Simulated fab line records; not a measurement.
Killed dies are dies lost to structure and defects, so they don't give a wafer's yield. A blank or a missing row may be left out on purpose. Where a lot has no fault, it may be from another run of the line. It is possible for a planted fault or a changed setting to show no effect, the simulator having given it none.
What tool caused it? || flow nandHarc || 14 lots with 42 wafers sampled at 4 steps, on a route of 1302 steps

WHAT THE GAUGES SHOWED, per wafer
NHARC_A_ONON_D2_THK_MEAS_14: measures by ellipsometry.
{"lot": "L684", "measured": "day 12 19:41", "on": "filmMetro-02", "thkNm (nm)": "981 982 982"}
{"lot": "L683", "measured": "day 13 06:16", "on": "filmMetro-02", "thkNm (nm)": "1012 1012 1012"}
{"lot": "L686", "measured": "day 13 16:34", "on": "filmMetro-02", "thkNm (nm)": "1006 1005 1006"}
{"lot": "L688", "measured": "day 14 18:11", "on": "filmMetro-02", "thkNm (nm)": "1018 1019 1017"}
{"lot": "L691", "measured": "day 16 02:35", "on": "filmMetro-01", "thkNm (nm)": "995 993 994"}
{"lot": "L692", "measured": "day 16 03:21", "on": "filmMetro-01", "thkNm (nm)": "1013 1013 1015"}
{"lot": "L694", "measured": "day 16 20:44", "on": "filmMetro-01", "thkNm (nm)": "984 983 984"}
{"lot": "L695", "measured": "day 17 11:45", "on": "filmMetro-01", "thkNm (nm)": "992 992 994"}
{"lot": "L698", "measured": "day 18 09:19", "on": "filmMetro-01", "thkNm (nm)": "999 998 999"}
{"lot": "L696", "measured": "day 18 09:40", "on": "filmMetro-01", "thkNm (nm)": "997 999 999"}
{"lot": "L699", "measured": "day 19 09:39", "on": "filmMetro-01", "thkNm (nm)": "1008 1009 1008"}
{"lot": "L704", "measured": "day 21 18:46", "on": "filmMetro-02", "thkNm (nm)": "1008 1010 1008"}
{"lot": "L705", "measured": "day 21 19:07", "on": "filmMetro-01", "thkNm (nm)": "1004 1004 1005"}
{"lot": "L706", "measured": "day 22 00:20", "on": "filmMetro-02", "thkNm (nm)": "998 1001 999"}

NHARC_A_ONON_D2_THK_MEAS_18: measures by ellipsometry.
{"lot": "L684", "measured": "day 13 02:55", "on": "filmMetro-01", "thkNm (nm)": "993 994 993"}
{"lot": "L683", "measured": "day 13 14:19", "on": "filmMetro-02", "thkNm (nm)": "1003 1004 1003"}
{"lot": "L686", "measured": "day 14 00:30", "on": "filmMetro-01", "thkNm (nm)": "1004 1004 1003"}
{"lot": "L688", "measured": "day 15 01:32", "on": "filmMetro-01", "thkNm (nm)": "993 993 994"}
{"lot": "L691", "measured": "day 16 09:54", "on": "filmMetro-02", "thkNm (nm)": "1018 1018 1015"}
{"lot": "L692", "measured": "day 16 10:16", "on": "filmMetro-02", "thkNm (nm)": "989 990 991"}
{"lot": "L694", "measured": "day 17 04:29", "on": "filmMetro-01", "thkNm (nm)": "1010 1011 1010"}
{"lot": "L695", "measured": "day 17 19:31", "on": "filmMetro-02", "thkNm (nm)": "996 996 996"}
{"lot": "L698", "measured": "day 18 17:01", "on": "filmMetro-02", "thkNm (nm)": "1603 1603 1602"}
{"lot": "L696", "measured": "day 18 17:01", "on": "filmMetro-01", "thkNm (nm)": "1013 1013 1011"}
{"lot": "L699", "measured": "day 19 16:33", "on": "filmMetro-02", "thkNm (nm)": "1583 1585 1583"}
{"lot": "L704", "measured": "day 22 02:38", "on": "filmMetro-02", "thkNm (nm)": "998 998 997"}
{"lot": "L705", "measured": "day 22 02:38", "on": "filmMetro-01", "thkNm (nm)": "1004 1006 1005"}
{"lot": "L706", "measured": "day 22 09:58", "on": "filmMetro-02", "thkNm (nm)": "1001 999 1000"}

NHARC_END_SORT_01.
{"lot": "L688", "measured": "day 26 04:28", "on": "prober-02", "killedAtArray": "44 40 53", "killedAtOther": "0 0 4", "killedAtPeriphery": "0 5 2", "killedDies": "44 45 59", "killedOpen": "0 6 3", "killedShort": "1 3 5"}
{"lot": "L698", "measured": "day 30 05:19", "on": "prober-02", "killedAtArray": "675 677 674", "killedAtOther": "0 0 1", "killedAtPeriphery": "2 0 2", "killedDies": "677 677 677", "killedOpen": "6 6 4", "killedShort": "1 3 3"}
{"lot": "L699", "measured": "day 31 08:24", "on": "prober-02", "killedAtArray": "676 676 673", "killedAtOther": "0 1 0", "killedAtPeriphery": "1 0 4", "killedDies": "677 677 677", "killedOpen": "2 2 2", "killedShort": "2 3 2"}
{"lot": "L705", "measured": "day 34 11:05", "on": "prober-02", "killedAtArray": "41 49 56", "killedAtOther": "0 1 2", "killedAtPeriphery": "7 4 6", "killedDies": "48 54 64", "killedOpen": "2 2 3", "killedShort": "4 4 6"}

TOOL THAT RAN EACH LOT (tool first, then ch and the chambers of the sampled wafers, then the start)
{"lot": "L684", "NHARC_A_ONON_D2_DEP_16": "pecvdOnon-04 ch 0, day 13 02:28"}
{"lot": "L683", "NHARC_A_ONON_D2_DEP_16": "pecvdOnon-01 ch 0, day 13 13:55"}
{"lot": "L686", "NHARC_A_ONON_D2_DEP_16": "pecvdOnon-03 ch 0, day 14 00:02"}
{"lot": "L688", "NHARC_A_ONON_D2_DEP_16": "pecvdOnon-01 ch 0, day 15 01:05"}
{"lot": "L691", "NHARC_A_ONON_D2_DEP_16": "pecvdOnon-03 ch 0, day 16 09:24"}
{"lot": "L692", "NHARC_A_ONON_D2_DEP_16": "pecvdOnon-01 ch 0, day 16 09:46"}
{"lot": "L694", "NHARC_A_ONON_D2_DEP_16": "pecvdOnon-03 ch 0, day 17 04:05"}
{"lot": "L695", "NHARC_A_ONON_D2_DEP_16": "pecvdOnon-03 ch 0, day 17 19:00"}
{"lot": "L698", "NHARC_A_ONON_D2_DEP_16": "pecvdOnon-03 ch 0, day 18 16:34"}
{"lot": "L696", "NHARC_A_ONON_D2_DEP_16": "pecvdOnon-04 ch 0, day 18 16:30"}
{"lot": "L699", "NHARC_A_ONON_D2_DEP_16": "pecvdOnon-03 ch 0, day 19 16:02"}
{"lot": "L704", "NHARC_A_ONON_D2_DEP_16": "pecvdOnon-03 ch 0, day 22 02:15"}
{"lot": "L705", "NHARC_A_ONON_D2_DEP_16": "pecvdOnon-01 ch 0, day 22 02:08"}
{"lot": "L706", "NHARC_A_ONON_D2_DEP_16": "pecvdOnon-01 ch 0, day 22 09:28"}
- NHARC_A_ONON_D2_DEP_16: target thk 1000 nm.

WHAT THE TOOLS THEMSELVES READ (means of the sampled wafers that have a number; where no wafer has one, the mark that the record gives instead)
The record holds no such reading with a usual standard deviation.

THE ANSWER, worked out from the rows above alone
Rule: the usual values come from the lots themselves. The widest of any qualifying gaps counts: lots, ordered by their means at a reading, are off when they make up no more than a third of the lots, leave a main group of 4 or more, and stand apart from it by 3 or more times the standard deviation of that group's means. A main group whose means are all the same, to the digits that the tables above print for the reading, isn't used. A lot without any number at a reading at which 4 lots or more have one is off too. Where the step has rows for the other lots, those lots are counted as sound. After the gauges, taken in route order, come the tools' own readings; for these a lot's mean is taken, as printed above. At the first step where some lot is off, the reading lying furthest off is the one used; lots without a number count as furthest.
Off: L698, L699, at NHARC_A_ONON_D2_THK_MEAS_18 (thkNm). Mean 1002 nm and standard deviation 8 in the main group.
A tool fits if, at a process step before that reading, it ran every lot that is off, and no sound lot after the first of them. The gauges at NHARC_A_ONON_D2_THK_MEAS_18 are tried like those tools. No candidate that was tried fits.

WHAT THE SIMULATOR HAD PUT IN
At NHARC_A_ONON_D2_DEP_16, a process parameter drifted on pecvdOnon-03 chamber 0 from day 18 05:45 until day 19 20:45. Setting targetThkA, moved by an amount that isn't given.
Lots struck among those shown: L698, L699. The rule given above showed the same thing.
